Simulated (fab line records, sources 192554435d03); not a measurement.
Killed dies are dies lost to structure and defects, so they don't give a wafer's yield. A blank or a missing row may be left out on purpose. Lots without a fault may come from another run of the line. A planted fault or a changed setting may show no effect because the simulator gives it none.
fab line records | flow n5_finfet | part 1 of 2: steps 1 to 22 of 29
record lots=5 wafers=15 last_day=18
route steps=1938 shown BEOL_M6@1209
lots that met no fault: from a run of the same line without faults
start_h: hours from the record's first day to the start of the lot's first wafer shown | wait_h: hours since the lot's step before | " the same as in the row above | L1.1+2: a row that stands for several wafers | - no value, or no start given | * or withheld: withheld | < > ~ a bound
route shown NAME@n: a module of which the file shows steps, and the number in the route of the first | usual: mean/standard deviation of fault-free wafers | same: alike in all rows | chamber/n: place in a boat | sites: the reading at each site | _std_site: their standard deviation | _edge_site: outer sites' mean less inner sites' | radius_mm: how far each site lies from the wafer's centre | mask NAME#n: copy n | behind: the tool/chamber that last shaped the wafer | hold: why the lot was held/for how many hours/how that ended | device: the transistor (n, p or np) that didn't switch | end of line: the same wafers' tests at the end of the route | a step without rows: its recipe alone | killed: dies lost to structure and defects at the first sort, not the wafer's yield | map: a wafer's dies, x killed, . not, _ none there
set.NAME: the setting as run; set.NAME@STEP: as run at that earlier step | model.NAME: the simulator's own value behind a step, which no gauge read
lots at some steps of the route; a table a step, a row a wafer
services: from which hour (start_h, from the record's first day; less than 0 if before it) a tool's chamber was out of use, for how many hours, and why
## steps
# step N5_BEOL_M6_INSPECT_13
# recipe mode=adi inspect_instrument=brightfield
# usual raw_defect_count=447/130
# columns lot.wafer tool chamber start_h wait_h raw_defect_count
L075.4 defect_inspect-02 - 190.04 0.0 526
L075.5 " - " " 548
L075.6 " - " " 491
L076.1 defect_inspect-02 - 198.09 0.0 457
L076.2 " - " " 589
L076.5 " - " " 531
L087.1 defect_inspect-02 - 262.26 0.0 301
L087.4 " - " " 417
L087.5 " - " " 366
L089.1 defect_inspect-01 - 293.87 0.0 412
L089.4 " - " " 393
L089.5 " - " " 334
L097.3 defect_inspect-02 - 332.80 0.0 377
L097.5 " - " " 464
L097.6 " - " " 328
# step N5_BEOL_M6_DESCUM_16
# recipe chemistry=O2 time_s=7.9 source_power_w=50 bias_power_w=20 pressure_mtorr=20 rf_frequency_hz=2.712e+07 temp_c=40 resist=CAR-ArF o2_flow_sccm=225
# usual drypump_motor_current_A=5.7/0.51 oes_product_au=0.80/0.1 rf_vpp_V=242.6/0.96 showerhead_plenum_p_Torr=2.047/0.028 throttle_valve_pct=20.41/0.26
# columns lot.wafer tool chamber start_h wait_h drypump_motor_current_A oes_product_au rf_hours_counter_h rf_vpp_V showerhead_plenum_p_Torr throttle_valve_pct
L075.4 rie_diel-05 3 190.09 0.0 5.8 0.70 - 244.0 2.068 20.86
L075.5 " 0 " " 5.1 0.68 - 242.3 2.074 20.46
L075.6 " 2 " " 5.2 0.71 - 243.2 1.994 20.52
L076.1 rie_diel-02 0 198.69 0.6 5.6 0.77 119 242.2 2.023 20.47
L076.2 " 3 " " 6.0 0.76 124 244.6 2.103 20.32
L076.5 " 0 " " 5.7 0.77 - 241.7 2.023 20.47
L087.1 rie_diel-05 2 262.41 0.1 5.1 0.69 210 243.0 1.984 20.54
L087.4 " 1 " " 6.0 0.91 23 242.0 2.051 20.14
L087.5 " 2 " " 5.2 0.70 - 240.2 1.984 20.56
L089.1 rie_diel-01 3 293.90 0.0 4.8 0.69 245 243.0 2.053 20.64
L089.4 " 0 " " 6.5 0.81 91 241.1 2.030 20.09
L089.5 " 3 " " 4.8 0.69 - 243.2 2.054 20.64
L097.3 rie_diel-05 3 333.01 0.2 5.8 0.97 5 242.4 2.056 20.56
L097.5 " 0 " " 5.1 0.89 - 243.2 2.059 20.18
L097.6 " 3 " " 5.7 0.98 - 241.0 2.056 20.54
# step N5_BEOL_M6_ETCH_61
# recipe chemistry=CF4 target=SiARC target_depth_a=455 mask_material=CAR-ArF time_s=75.8 ion_energy_ev=80 pressure_mtorr=40 source_w=545 bias_w=36 Ar_flow_sccm=100 cf4_flow_sccm=100 ends=cleared
# usual drypump_motor_current_A=5.7/0.52 etch_rf_on_time_s=75.4/1.4 oes_product_au=0.68/0.086 rf_vpp_V=183.4/0.93 showerhead_plenum_p_Torr=2.097/0.028 throttle_valve_pct=15.60/0.3
# columns lot.wafer tool chamber start_h wait_h drypump_motor_current_A etch_rf_on_time_s oes_product_au rf_hours_counter_h rf_vpp_V showerhead_plenum_p_Torr throttle_valve_pct
L075.4 rie_diel-05 3 190.13 0.0 5.7 77.0 0.60 - 184.5 2.121 16.08
L075.5 " 0 " " 5.1 77.3 0.57 - 182.8 2.110 15.64
L075.6 " 2 " " 5.1 75.5 0.61 - 183.7 2.046 15.71
L076.1 rie_diel-02 0 198.73 0.0 5.6 75.8 0.66 119 183.6 2.066 15.58
L076.2 " 3 " " 6.1 74.8 0.65 124 183.8 2.152 15.56
L076.5 " 0 " " 5.6 75.4 0.66 - 182.8 2.065 15.62
L087.1 rie_diel-05 2 262.45 0.0 5.1 75.7 0.60 210 181.8 2.037 15.77
L087.4 " 1 " " 6.0 73.8 0.78 23 183.8 2.100 15.27
L087.5 " 2 " " 5.1 74.9 0.60 - 183.1 2.037 15.80
L089.1 rie_diel-01 3 293.94 0.0 4.8 76.5 0.60 245 183.4 2.113 15.95
L089.4 " 0 " " 6.5 76.1 0.69 91 182.4 2.080 15.28
L089.5 " 3 " " 4.8 76.3 0.59 - 183.5 2.113 15.93
L097.3 rie_diel-05 3 333.05 0.0 5.7 76.6 0.82 5 183.2 2.110 15.66
L097.5 " 0 " " 5.1 75.0 0.75 - 181.5 2.095 15.24
L097.6 " 3 " " 5.7 75.7 0.82 - 183.6 2.109 15.67
# step N5_BEOL_M6_ETCH_62
# recipe chemistry=N2/H2 target=SOC target_depth_a=1100 overetch_a=220 mask_material=SiARC temp_c=40 time_s=165 ion_energy_ev=200 pressure_mtorr=30 source_w=840 bias_w=150 n2_flow_sccm=200 h2_flow_sccm=200
# usual drypump_motor_current_A=5.7/0.51 oes_product_au=0.68/0.079 rf_vpp_V=522.3/1.2 showerhead_plenum_p_Torr=2.49/0.033 throttle_valve_pct=17.79/0.29
# columns lot.wafer tool chamber start_h wait_h drypump_motor_current_A oes_product_au rf_hours_counter_h rf_vpp_V showerhead_plenum_p_Torr throttle_valve_pct
L075.4 rie_diel-05 3 190.23 0.1 5.7 0.60 - 522.4 2.51 18.19
L075.5 " 0 " " 5.1 0.57 - 522.0 2.51 17.85
L075.6 " 2 " " 5.1 0.61 - 520.3 2.43 17.96
L076.1 rie_diel-02 0 198.78 0.0 5.6 0.65 119 522.0 2.45 17.76
L076.2 " 3 " " 6.1 0.65 124 524.8 2.56 17.72
L076.5 " 0 " " 5.6 0.66 - 520.0 2.45 17.77
L087.1 rie_diel-05 2 262.50 0.0 5.1 0.59 210 519.8 2.42 18.01
L087.4 " 1 " " 6.0 0.75 23 522.5 2.48 17.39
L087.5 " 2 " " 5.1 0.59 - 520.6 2.42 18.02
L089.1 rie_diel-01 3 293.99 0.0 4.8 0.59 245 522.6 2.50 18.17
L089.4 " 0 " " 6.6 0.69 91 521.8 2.47 17.48
L089.5 " 3 " " 4.8 0.59 - 523.8 2.50 18.17
L097.3 rie_diel-05 3 333.10 0.0 5.8 0.82 5 523.2 2.49 17.84
L097.5 " 0 " " 5.1 0.74 - 522.2 2.49 17.50
L097.6 " 3 " " 5.8 0.82 - 522.8 2.49 17.82
# step N5_BEOL_M6_STRIP_68
# recipe chemistry=N2/H2 temp_c=40 n2_flow_sccm=200 h2_flow_sccm=200 rf_frequency_hz=6e+07
# columns lot.wafer tool chamber start_h wait_h
L075.4+5+6 rie_diel-05 3,0,2 190.30 0.0
L076.1+2+5 rie_diel-02 0,3,0 198.92 0.1
L087.1+4+5 rie_diel-05 2,1,2 262.64 0.1
L089.1+4+5 rie_diel-01 3,0,3 294.13 0.1
L097.3+5+6 rie_diel-05 3,0,3 333.24 0.1
# step N5_BEOL_M6_STRIP_67
# recipe chemistry=CF4 resist=SiARC power_w=300 bias_power_w=75 pressure_mtorr=50 cf4_flow_sccm=150 rf_frequency_hz=6e+07
# usual drypump_motor_current_A=5.7/0.51 oes_product_au=0.80/0.094 rf_vpp_V=270.4/0.99 showerhead_plenum_p_Torr=1.759/0.024 throttle_valve_pct=13.6/0.31
# columns lot.wafer tool chamber start_h wait_h drypump_motor_current_A oes_product_au rf_hours_counter_h rf_vpp_V showerhead_plenum_p_Torr throttle_valve_pct
L075.4 rie_diel-05 3 190.32 0.0 5.7 0.70 - 271.7 1.781 14.1
L075.5 " 0 " " 5.1 0.67 - 271.0 1.767 13.6
L075.6 " 2 " " 5.2 0.72 - 269.4 1.718 13.7
L076.1 rie_diel-02 0 198.93 0.0 5.6 0.78 119 271.1 1.726 13.6
L076.2 " 3 " " 6.1 0.77 124 271.4 1.802 13.5
L076.5 " 0 " " 5.6 0.78 - 271.2 1.726 13.6
L087.1 rie_diel-05 2 262.65 0.0 5.1 0.69 210 270.4 1.710 13.8
L087.4 " 1 " " 6.0 0.89 23 270.3 1.759 13.2
L087.5 " 2 " " 5.2 0.69 - 269.2 1.710 13.8
L089.1 rie_diel-01 3 294.14 0.0 4.8 0.70 245 270.6 1.772 14.0
L089.4 " 0 " " 6.5 0.82 91 268.2 1.744 13.3
L089.5 " 3 " " 4.8 0.70 - 268.8 1.772 13.9
L097.3 rie_diel-05 3 333.25 0.0 5.7 0.97 6 268.5 1.771 13.6
L097.5 " 0 " " 5.1 0.88 - 269.6 1.755 13.2
L097.6 " 3 " " 5.7 0.96 - 271.0 1.771 13.6
# step N5_BEOL_M6_HM_OPEN_17
# recipe chemistry=Cl2/BCl3 target_depth_a=200 overetch_a=60 target=TiN mask_material=SOC ion_energy_ev=150 pressure_mtorr=10 icp_w=1000 bias_w=126 Cl2_flow_sccm=53.25 bcl3_flow_sccm=21.75 Ar_flow_sccm=25
# usual drypump_motor_current_A=5.2/0.38 oes_product_au=0.70/0.067 throttle_valve_pct=22.07/0.14
# columns lot.wafer tool chamber start_h wait_h drypump_motor_current_A oes_product_au rf_hours_counter_h throttle_valve_pct
L075.4 rie_metal-02 1 190.38 0.1 5.4 0.60 - 22.30
L075.5 " 1 " " 5.3 0.59 - 22.32
L075.6 " 0 " " 5.9 0.67 - 21.96
L076.1 rie_metal-03 1 198.97 0.0 5.6 0.83 1 22.02
L076.2 " 0 " " 4.9 0.65 44 22.20
L076.5 " 0 " " 4.9 0.65 - 22.20
L087.1 rie_metal-01 1 262.69 0.0 4.8 0.70 25 22.11
L087.4 " 1 " " 4.8 0.71 - 22.10
L087.5 " 1 " " 4.8 0.70 - 22.10
L089.1 rie_metal-01 0 294.18 0.0 5.4 0.73 17 21.85
L089.4 " 1 " " 4.8 0.70 - 22.12
L089.5 " 1 " " 4.8 0.70 - 22.13
L097.3 rie_metal-02 1 333.32 0.1 5.3 0.56 - 22.33
L097.5 " 1 " " 5.3 0.56 - 22.36
L097.6 " 0 " " 5.9 0.65 - 21.99
# step N5_BEOL_M6_STRIP_19
# recipe chemistry=O2 power_w=400 temp_c=40 pressure_mtorr=30 rf_frequency_hz=6e+07 bias_power_w=0 overash_fraction=0.2 o2_flow_sccm=225
# usual drypump_motor_current_A=5.7/0.43 oes_product_au=0.78/0.1 rf_vpp_V=3.7/0.66 showerhead_plenum_p_Torr=2.05/0.033 throttle_valve_pct=16.69/0.26
# columns lot.wafer tool chamber start_h wait_h drypump_motor_current_A oes_product_au rf_hours_counter_h rf_vpp_V showerhead_plenum_p_Torr throttle_valve_pct
L075.4 rie_diel-01 2 190.46 0.1 5.7 0.94 11 4.2 2.06 16.63
L075.5 " 3 " " 4.8 0.73 - 3.4 2.07 16.86
L075.6 " 2 " " 5.7 0.94 - 3.4 2.06 16.64
L076.1 rie_diel-02 2 199.08 0.1 6.0 0.73 178 3.6 2.08 17.06
L076.2 " 3 " " 6.0 0.76 124 3.3 2.11 16.61
L076.5 " 2 " " 6.0 0.73 - 2.3 2.08 17.06
L087.1 rie_diel-01 2 262.80 0.1 5.7 0.88 42 2.5 2.05 16.68
L087.4 " 0 " " 6.5 0.83 77 3.8 2.04 16.32
L087.5 " 2 " " 5.7 0.89 - 4.3 2.05 16.69
L089.1 rie_diel-05 1 294.29 0.1 6.0 0.89 31 3.8 2.05 16.35
L089.4 " 2 " " 5.1 0.69 - 4.2 1.99 16.86
L089.5 " 1 " " 6.0 0.89 - 4.0 2.05 16.37
L097.3 rie_diel-05 2 333.40 0.1 5.1 0.67 235 4.6 1.98 16.87
L097.5 " 0 " " 5.1 0.90 - 3.0 2.06 16.38
L097.6 " 1 " " 6.0 0.86 - 2.9 2.05 16.40
# step N5_BEOL_M6_CD_MEAS_18
# recipe pitch_nm=80 target_cd_nm=40
# usual cd_nm=40.2/0.56
# columns lot.wafer tool chamber start_h wait_h cd_nm
L075.4 cd_sem-03 - 190.53 0.1 40.7
L075.5 " - " " 40.1
L075.6 " - " " 39.9
L076.1 cd_sem-01 - 199.15 0.0 39.9
L076.2 " - " " 40.1
L076.5 " - " " 40.7
L087.1 cd_sem-02 - 262.87 0.0 40.5
L087.4 " - " " 40.1
L087.5 " - " " 40.3
L089.1 cd_sem-02 - 294.36 0.0 39.0
L089.4 " - " " 39.9
L089.5 " - " " 39.5
L097.3 cd_sem-03 - 333.47 0.1 39.1
L097.5 " - " " 40.3
L097.6 " - " " 39.2
# step N5_BEOL_M6_COAT_63
# recipe resist=SOC temp_c=250 time_s=60 spin_rpm=1500 resist_thk_nm=60
# columns lot.wafer tool chamber start_h wait_h
L075.4+5+6 litho_track-01 0 190.57 0.0
L076.1+2+5 litho_track-05 0 199.24 0.1
L087.1+4+5 litho_track-01 0 264.13 1.3
L089.1+4+5 litho_track-02 0 296.25 1.9
L097.3+5+6 litho_track-01 0 335.02 1.5
# step N5_BEOL_M6_COAT_64
# recipe resist=SiARC temp_c=220 time_s=60 spin_rpm=1500 resist_thk_nm=12
# columns lot.wafer tool chamber start_h wait_h
L075.4+5+6 litho_track-01 0 - -
L076.1+2+5 litho_track-05 0 - -
L087.1+4+5 litho_track-01 0 - -
L089.1+4+5 litho_track-02 0 - -
L097.3+5+6 litho_track-01 0 - -
# step N5_BEOL_M6_COAT_71
# recipe resist=underlayer temp_c=205 time_s=60 spin_rpm=1500 resist_thk_nm=5
# columns lot.wafer tool chamber start_h wait_h
L075.4+5+6 litho_track-01 0 - -
L076.1+2+5 litho_track-05 0 - -
L087.1+4+5 litho_track-01 0 - -
L089.1+4+5 litho_track-02 0 - -
L097.3+5+6 litho_track-01 0 - -
# step N5_BEOL_M6_COAT_22
# recipe resist=CAR-EUV spin_rpm=1500 resist_thk_nm=30
# columns lot.wafer tool chamber start_h wait_h
L075.4+5+6 litho_track-01 0 - -
L076.1+2+5 litho_track-05 0 - -
L087.1+4+5 litho_track-01 0 - -
L089.1+4+5 litho_track-02 0 - -
L097.3+5+6 litho_track-01 0 - -
# step N5_BEOL_M6_EBR_24
# recipe solvent=PGMEA ebr_width_mm=1.5
# columns lot.wafer tool chamber start_h wait_h
L075.4+5+6 litho_track-01 0 - -
L076.1+2+5 litho_track-05 0 - -
L087.1+4+5 litho_track-01 0 - -
L089.1+4+5 litho_track-02 0 - -
L097.3+5+6 litho_track-01 0 - -
# step N5_BEOL_M6_SOFTBAKE_23
# recipe temp_c=110 time_s=60 resist=CAR-EUV
# columns lot.wafer tool chamber start_h wait_h
L075.4+5+6 litho_track-01 0 - -
L076.1+2+5 litho_track-05 0 - -
L087.1+4+5 litho_track-01 0 - -
L089.1+4+5 litho_track-02 0 - -
L097.3+5+6 litho_track-01 0 - -
# step N5_BEOL_M6_EXPOSE_25
# recipe mask_id=V5 na=0.33 source_shape=annular sigma_inner=0.4 sigma_outer=0.8 polarization=unpolarized target_cd_nm=40 dose_mj=45
# columns lot.wafer tool chamber start_h wait_h mask
L075.4+5+6 euv_scanner-01 0 190.72 - V5#0
L076.1+2+5 euv_scanner-01 0 199.40 - V5#0
L087.1+4+5 euv_scanner-02 0 264.39 - V5#0
L089.1+4+5 euv_scanner-01 0 296.55 - V5#0
L097.3+5+6 euv_scanner-01 0 335.17 - V5#0
# step N5_BEOL_M6_PEB_26
# recipe peb_temp_c=100 peb_time_s=60 resist=CAR-EUV
# columns lot.wafer tool chamber start_h wait_h
L075.4+5+6 litho_track-05 0 190.77 0.0
L076.1+2+5 litho_track-02 0 199.47 0.1
L087.1+4+5 litho_track-02 0 264.46 0.1
L089.1+4+5 litho_track-01 0 296.62 0.1
L097.3+5+6 litho_track-02 0 335.22 0.0
# step N5_BEOL_M6_DEVELOP_27
# recipe develop_time_s=30 developer=TMAH resist=CAR-EUV rinse_liquid=surfactant_rinse dry=air_spin dev_temp_c=23
# usual developer_temp_C=22.98/0.12
# columns lot.wafer tool chamber start_h wait_h developer_temp_C
L075.4 litho_track-05 0 - - 22.89
L075.5 " 0 " " 22.80
L075.6 " 0 " " 22.94
L076.1 litho_track-02 0 - - 23.01
L076.2 " 0 " " 22.82
L076.5 " 0 " " 22.79
L087.1 litho_track-02 0 - - 23.06
L087.4 " 0 " " 23.04
L087.5 " 0 " " 22.94
L089.1 litho_track-01 0 - - 22.97
L089.4 " 0 " " 23.03
L089.5 " 0 " " 22.96
L097.3 litho_track-02 0 - - 22.92
L097.5 " 0 " " 23.10
L097.6 " 0 " " 23.17
# step N5_BEOL_M6_CD_MEAS_28
# recipe target_cd_nm=40 landing_energy_ev=500 detector=se_inlens
# usual cd_nm=40.04/0.22
# columns lot.wafer tool chamber start_h wait_h cd_nm
L075.4 cd_sem-01 0 190.84 - 39.88
L075.5 " 0 " " 40.13
L075.6 " 0 " " 40.03
L076.1 cd_sem-01 0 199.53 - 39.96
L076.2 " 0 " " 40.01
L076.5 " 0 " " 40.01
L087.1 cd_sem-03 0 264.53 - 39.93
L087.4 " 0 " " 40.02
L087.5 " 0 " " 40.36
L089.1 cd_sem-03 0 296.69 - 39.98
L089.4 " 0 " " 40.19
L089.5 " 0 " " 40.42
L097.3 cd_sem-01 0 335.29 - 40.10
L097.5 " 0 " " 40.30
L097.6 " 0 " " 39.86
# step N5_BEOL_M6_OVL_MEAS_29
# recipe points_per_wafer=522
# usual V5_OVL=-0.2/0.62
# same points_per_wafer=522
# columns lot.wafer tool chamber start_h wait_h V5_OVL[nm]
L075.4 overlay-01 0 190.88 0.0 0.2
L075.5 " 0 " " 0.0
L075.6 " 0 " " -0.1
L076.1 overlay-01 0 199.56 0.0 -0.1
L076.2 " 0 " " 0.4
L076.5 " 0 " " -1.2
L087.1 overlay-02 0 264.56 0.0 -0.8
L087.4 " 0 " " -0.3
L087.5 " 0 " " 0.3
L089.1 overlay-02 0 296.72 0.0 0.2
L089.4 " 0 " " -1.1
L089.5 " 0 " " 0.2
L097.3 overlay-02 0 335.33 0.0 0.1
L097.5 " 0 " " 0.1
L097.6 " 0 " " -0.1
# step N5_BEOL_M6_INSPECT_30
# recipe mode=adi inspect_instrument=brightfield
# usual raw_defect_count=443/130
# columns lot.wafer tool chamber start_h wait_h raw_defect_count
L075.4 defect_inspect-02 - 190.93 0.0 515
L075.5 " - " " 549
L075.6 " - " " 479
L076.1 defect_inspect-01 - 199.62 0.1 447
L076.2 " - " " 555
L076.5 " - " " 511
L087.1 defect_inspect-01 - 264.61 0.1 317
L087.4 " - " " 404
L087.5 " - " " 341
L089.1 defect_inspect-01 - 296.78 0.1 412
L089.4 " - " " 389
L089.5 " - " " 333
L097.3 defect_inspect-01 - 335.38 0.0 361
L097.5 " - " " 456
L097.6 " - " " 324
# step N5_BEOL_M6_DESCUM_33
# recipe chemistry=O2 time_s=7 source_power_w=50 bias_power_w=20 pressure_mtorr=20 rf_frequency_hz=2.712e+07 temp_c=40 resist=CAR-EUV o2_flow_sccm=225
# usual drypump_motor_current_A=5.7/0.51 oes_product_au=0.80/0.1 rf_vpp_V=242.4/0.94 showerhead_plenum_p_Torr=2.049/0.025 throttle_valve_pct=20.42/0.25
# columns lot.wafer tool chamber start_h wait_h drypump_motor_current_A oes_product_au rf_hours_counter_h rf_vpp_V showerhead_plenum_p_Torr throttle_valve_pct
L075.4 rie_diel-02 2 190.97 0.0 6.0 0.73 176 242.9 2.076 20.80
L075.5 " 3 " " 6.0 0.76 - 244.0 2.104 20.33
L075.6 " 0 " " 5.6 0.77 - 241.8 2.023 20.46
L076.1 rie_diel-01 3 199.66 0.0 4.8 0.73 204 243.4 2.068 20.60
L076.2 " 2 " " 5.7 0.94 15 242.3 2.051 20.44
L076.5 " 1 " " 5.7 0.68 - 244.0 2.064 20.58
L087.1 rie_diel-05 2 264.69 0.1 5.1 0.69 211 239.5 1.984 20.56
L087.4 " 0 " " 5.1 0.95 7 242.4 2.067 20.14
L087.5 " 3 " " 5.8 0.68 - 242.6 2.058 20.91
L089.1 rie_diel-01 3 296.81 0.0 4.8 0.69 246 242.5 2.053 20.66
L089.4 " 0 " " 6.5 0.82 92 243.4 2.030 20.08
L089.5 " 2 " " 5.7 0.86 - 242.8 2.037 20.49
L097.3 rie_diel-01 2 335.41 0.0 5.7 0.85 74 242.3 2.030 20.52
L097.5 " 2 " " 5.7 0.85 - 243.0 2.030 20.53
L097.6 " 0 " " 6.5 0.81 - 242.6 2.024 20.12
